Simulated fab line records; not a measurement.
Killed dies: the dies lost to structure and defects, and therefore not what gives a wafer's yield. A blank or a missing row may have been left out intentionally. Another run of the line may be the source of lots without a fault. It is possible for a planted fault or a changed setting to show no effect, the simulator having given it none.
Chamber matching    flow n5Finfet    rieDiel-05 running N5_BEOL_M8_DESCUM_33: 4 sister chambers
The step chemistry O2, time 7 s. 20 wafers are shown with their chamber, then 10 later ones without.

EACH WAFER AND ITS CHAMBER
wafer   chamber  drypumpMotorCurrentA (A)  showerheadPlenumPTorr (Torr)  throttleValvePct (%)
L076.3  1        5.6                       2.22                          20.24
L076.4  2        5.2                       2.15                          20.09
L076.5  2        5.2                       2.15                          20.09
L079.1  0        5.4                       2.02                          20.50
L079.2  1        5.6                       2.22                          20.25
L079.3  3        5.1                       2.12                          20.62
L083.1  1        5.6                       2.22                          20.25
L083.3  3        5.1                       2.12                          20.65
L083.4  2        5.1                       2.15                          20.09
L081.2  3        5.1                       2.12                          20.65
L081.3  0        5.4                       2.02                          20.47
L081.5  2        5.2                       2.15                          20.10
L084.1  2        5.2                       2.14                          20.12
L084.4  2        5.2                       2.14                          20.12
L084.6  1        5.6                       2.22                          20.27
L089.2  0        5.4                       2.01                          20.52
L089.4  2        5.2                       2.14                          20.13
L089.5  1        5.6                       2.21                          20.30
L091.1  2        5.2                       2.14                          20.14
L091.5  2        5.2                       2.14                          20.15

SIGNATURES (means of the wafers above)
reading                chamber 0  chamber 1  chamber 2  chamber 3  scatter within a chamber
drypumpMotorCurrentA   5.400      5.600      5.189      5.100      0.0236
showerheadPlenumPTorr  2.0167     2.2180     2.1444     2.1200     0.0048
throttleValvePct       20.4967    20.2620    20.1144    20.6400    0.0229
Rule: for each reading, subtract the chamber's mean from the wafer's reading, divide by that reading's scatter and square the result; add these up over the readings and take the root, which gives the wafer's distance from the chamber. If the next closest chamber is less than 2 further off than the closest, the wafer can't be placed; otherwise it belongs to the closest. The scatter: the root of (the sum of the squares of (reading less its chamber's mean) over the shown wafers, divided by (wafers less chambers)).

WAFERS WHOSE CHAMBER IS MISSING
wafer   drypumpMotorCurrentA (A)  showerheadPlenumPTorr (Torr)  throttleValvePct (%)
L091.6  5.1                       2.11                          20.67
L093.2  5.4                       2.01                          20.54
L093.4  5.2                       2.14                          20.12
L093.6  5.2                       2.14                          20.14
L094.2  5.6                       2.21                          20.31
L094.3  5.2                       2.14                          20.12
L094.5  5.4                       2.01                          20.53
L097.2  5.2                       2.13                          20.15
L097.5  5.1                       2.11                          20.69
L097.6  5.2                       2.13                          20.16

THE CHAMBER EACH PASSED THROUGH
wafer   from the rows above  in truth
L091.6  3                    3
L093.2  0                    0
L093.4  2                    2
L093.6  2                    2
L094.2  1                    1
L094.3  2                    2
L094.5  0                    0
L097.2  2                    2
L097.5  3                    3
L097.6  2                    2
Correctly placed: 10 of 10. From these rows, 0 cannot be placed. 0 placed wrongly.
